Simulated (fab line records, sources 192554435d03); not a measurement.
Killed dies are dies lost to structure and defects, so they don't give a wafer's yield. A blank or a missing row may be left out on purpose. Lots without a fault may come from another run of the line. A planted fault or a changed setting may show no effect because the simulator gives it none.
Split-lot experiment | flow n5_finfet | 7 lots, 39 wafers read, on a route of 1938 steps

THE SPLIT
At N5_GATE_CUT_ETCH_56 (etches TiN in Cl2/Ar, target depth 21.6 nm), the setting bias_w was moved away from the recipe's 60 W on 12 of the 39 wafers read, by -15.9% to +16.3%. The other wafers ran this setting at the recipe's value.

The reading is taken at the split's own step.

THE READING
etch.depth_nm (the simulator's own value, which no gauge read), in nm, at N5_GATE_CUT_ETCH_56 (etches TiN in Cl2/Ar, target depth 21.6 nm). The file gives no usual value for it. The 27 wafers here that ran the recipe average 21.91 nm, standard deviation 0.22 nm.

wafer  | tool, chamber at the split | bias_w as run, W | against the recipe | etch.depth_nm, nm | against lot-mates on the recipe
L081.1 | rie_metal-01, 0            | 60               | recipe             | 21.28             | -
L081.2 | rie_metal-01, 1            | 60               | recipe             | 21.76             | -
L081.3 | rie_metal-01, 0            | 69.64            | +16.1%             | 22.65             | +1.06
L081.4 | rie_metal-01, 1            | 60               | recipe             | 21.72             | -
L081.5 | rie_metal-01, 1            | 69.64            | +16.1%             | 23.11             | +1.52
L081.6 | rie_metal-01, 0            | 69.64            | +16.1%             | 22.59             | +1.00
L083.1 | rie_metal-02, 0            | 60               | recipe             | 22.03             | -
L083.2 | rie_metal-02, 1            | 60               | recipe             | 21.84             | -
L083.3 | rie_metal-02, 1            | 60               | recipe             | 21.84             | -
L083.4 | rie_metal-02, 0            | 50.48            | -15.9%             | 20.61             | -1.29
L083.5 | rie_metal-02, 1            | 50.48            | -15.9%             | 20.52             | -1.38
L083.6 | rie_metal-02, 0            | 50.48            | -15.9%             | 20.87             | -1.03
L084.1 | rie_metal-01, 1            | 53.19            | -11.4%             | 20.97             | -0.83
L084.2 | rie_metal-01, 0            | 60               | recipe             | 21.45             | -
L084.3 | rie_metal-01, 1            | 60               | recipe             | 21.95             | -
L084.4 | rie_metal-01, 0            | 53.19            | -11.4%             | 20.5              | -1.30
L084.5 | rie_metal-01, 0            | 53.19            | -11.4%             | 20.53             | -1.27
L084.6 | rie_metal-01, 1            | 60               | recipe             | 22.01             | -
L088.1 | rie_metal-02, 1            | 60               | recipe             | 21.84             | -
L088.2 | rie_metal-02, 0            | 60               | recipe             | 22.09             | -
L088.3 | rie_metal-02, 1            | 60               | recipe             | 21.78             | -
L088.4 | rie_metal-02, 0            | 60               | recipe             | 21.89             | -
L088.5 | rie_metal-02, 0            | 60               | recipe             | 22.2              | -
L088.6 | rie_metal-02, 1            | 60               | recipe             | 21.91             | -
L091.1 | rie_metal-03, 0            | 69.75            | +16.3%             | 23.19             | +1.31
L091.2 | rie_metal-03, 1            | 69.75            | +16.3%             | 23.12             | +1.24
L091.3 | rie_metal-03, 1            | 60               | recipe             | 21.74             | -
L091.4 | rie_metal-03, 0            | 69.75            | +16.3%             | 23.45             | +1.57
L091.5 | rie_metal-03, 0            | 60               | recipe             | 22.11             | -
L091.6 | rie_metal-03, 1            | 60               | recipe             | 21.79             | -
L092.4 | rie_metal-02, 0            | 60               | recipe             | 22.21             | -
L092.5 | rie_metal-02, 1            | 60               | recipe             | 21.95             | -
L092.6 | rie_metal-02, 0            | 60               | recipe             | 22.12             | -
L096.1 | rie_metal-02, 0            | 60               | recipe             | 22.18             | -
L096.2 | rie_metal-02, 1            | 60               | recipe             | 21.95             | -
L096.5 | rie_metal-02, 1            | 60               | recipe             | 21.95             | -
L096.3 | rie_metal-02, 1            | 60               | recipe             | 21.77             | -
L096.4 | rie_metal-02, 0            | 60               | recipe             | 22.16             | -
L096.6 | rie_metal-02, 0            | 60               | recipe             | 22.09             | -

THE FIT
A straight line over all 39 wafers: etch.depth_nm changes by +0.0775 nm for each +1% of bias_w; r = +0.93; the points scatter about the line by 0.26 nm.
The same after taking each lot's own level away (the mean of its wafers on the recipe; 39 wafers): +0.0821 nm for each +1%; r = +0.97; scatter 0.19 nm.
On that fit, the largest move of bias_w shifts the reading by 1.3 nm.
The lots' own levels span 21.587 to 22.093 nm, that is 2.4 times the standard deviation above.
So the lot-to-lot level changes the slope little: the two slopes agree.
Check: with one of the wafers moved furthest among these (+16.3%) left out of the fit, the line predicts +1.32 nm for it against its lot-mates. It came out at +1.31 nm against them.

OTHER SPLITS ON THESE WAFERS
These wafers also went through other splits before the reading. Each is held against what the fit with the lots' levels taken away leaves over:
other split on the same wafers | wafers away from the commonest value | r with etch.depth_nm (lot level and that fit taken away)
N5_FIN_CUT_ETCH_21 time_s      | 12                                   | +0.05
N5_DUMMY_GATE_ETCH_37 source_w | 12                                   | -0.09

THE FILE'S OWN FIT
etch.depth_nm changes by +0.0822 nm for each +1% of bias_w, r = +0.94.
